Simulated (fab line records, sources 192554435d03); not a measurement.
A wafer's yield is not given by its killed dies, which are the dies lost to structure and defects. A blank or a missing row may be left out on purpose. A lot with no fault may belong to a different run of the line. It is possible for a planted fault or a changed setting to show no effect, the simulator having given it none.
Chamber matching + flow n5 finfet + 4 sister chambers for N5_BEOL_M9_CMP_52 on cmp-04
The step polishes, stops on SiCOH lowk, t overpolish 7 s, target thk 140 nm. 8 wafers are shown with their chamber, then 7 later ones without.

## EACH WAFER AND ITS CHAMBER
| wafer  | chamber | motor current A (A) | barrier field endpoint s (s) |
|--------|---------|---------------------|------------------------------|
| L078.1 | 0       | 5.5                 | 29.2                         |
| L078.6 | 0       | 5.6                 | 29.5                         |
| L083.5 | 3       | 6.4                 | 30.5                         |
| L085.1 | 2       | 6.0                 | 29.0                         |
| L085.4 | 1       | 6.6                 | 30.4                         |
| L085.5 | 3       | 6.4                 | 30.1                         |
| L089.1 | 2       | 5.9                 | 29.5                         |
| L089.3 | 1       | 6.4                 | 29.2                         |

## WAFERS WHOSE CHAMBER IS MISSING
| wafer  | motor current A (A) | barrier field endpoint s (s) |
|--------|---------------------|------------------------------|
| L089.5 | 6.0                 | 29.8                         |
| L092.1 | 6.0                 | 29.0                         |
| L092.2 | 5.9                 | 29.0                         |
| L092.3 | 5.4                 | 28.7                         |
| L096.2 | 5.2                 | 29.1                         |
| L096.4 | 5.6                 | 29.3                         |
| L096.5 | 5.8                 | 29.0                         |

## EACH ONE'S CHAMBER
| wafer  | from the rows above     | in truth                   |
|--------|-------------------------|----------------------------|
| L089.5 | 2                       | 2                          |
| L092.1 | 2                       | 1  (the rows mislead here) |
| L092.2 | 2                       | 2                          |
| L092.3 | 0                       | 0                          |
| L096.2 | 0                       | 0                          |
| L096.4 | 0                       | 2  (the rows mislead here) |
| L096.5 | can't be placed: 2 or 0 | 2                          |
4 of 7 placed correctly. From these rows, 1 cannot be placed; in 1 the true chamber is one of the candidates. Wrongly placed: 2.
How it was worked out, from the rows above alone: a wafer's distance from a chamber is the root of the sum, over the readings, of the square of ((its reading less the chamber's mean) divided by the reading's scatter). If the next closest chamber is less than 2 further off than the closest, the wafer can't be placed; otherwise it belongs to the closest. For every chamber, the mean is computed from those of its wafers that are shown. The scatter is the square root of a quotient: the sum, over the shown wafers, of each reading's squared deviation from its chamber's mean, divided by wafers minus chambers.
